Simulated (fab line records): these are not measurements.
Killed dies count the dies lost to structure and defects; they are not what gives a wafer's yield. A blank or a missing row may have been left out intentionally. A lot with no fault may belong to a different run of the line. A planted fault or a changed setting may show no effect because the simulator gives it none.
Matching of chambers | flow nand harc | 3 sister chambers for NHARC_A_CONTACT_DEP_85 on pecvd-01
The step deposits SiON, target thk 60 nm. 3 wafers are shown with their chamber, then 8 later ones without.

WAFERS WITH THEIR CHAMBER
wafer  | chamber | showerhead vpp V (V)
L082.5 | 2       | 1212
L087.5 | 0       | 1165
L089.1 | 1       | 1067

WAFERS WHOSE CHAMBER IS MISSING
wafer  | showerhead vpp V (V)
L089.5 | 1176
L089.6 | 1082
L092.1 | 1189
L092.3 | 1182
L092.5 | 1180
L096.2 | 1087
L096.4 | 1175
L096.6 | 1183

WHICH CHAMBER EACH WENT THROUGH
wafer  | from the rows above     | in truth
L089.5 | can't be placed: 0 or 2 | 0
L089.6 | 1                       | 1
L092.1 | can't be placed: 2 or 0 | 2
L092.3 | can't be placed: 0 or 2 | 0
L092.5 | can't be placed: 0 or 2 | 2
L096.2 | 1                       | 1
L096.4 | can't be placed: 0 or 2 | 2
L096.6 | can't be placed: 0 or 2 | 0
2 of 8 placed correctly. Can't be placed from these rows: 6 (the true chamber is among the candidates in 6). Placed wrongly: 0.
How it was worked out, from the rows above alone: a wafer's distance from a chamber is the root of the sum, over the readings, of the square of ((its reading less the chamber's mean) divided by the reading's scatter). If the next closest chamber is less than 2 further off than the closest, the wafer can't be placed; otherwise it belongs to the closest. Each chamber's mean is taken over the wafers shown for it. The scatter (one wafer shown for each chamber): square how far every hidden wafer sits from the nearest shown wafer, average those squares and take the square root.
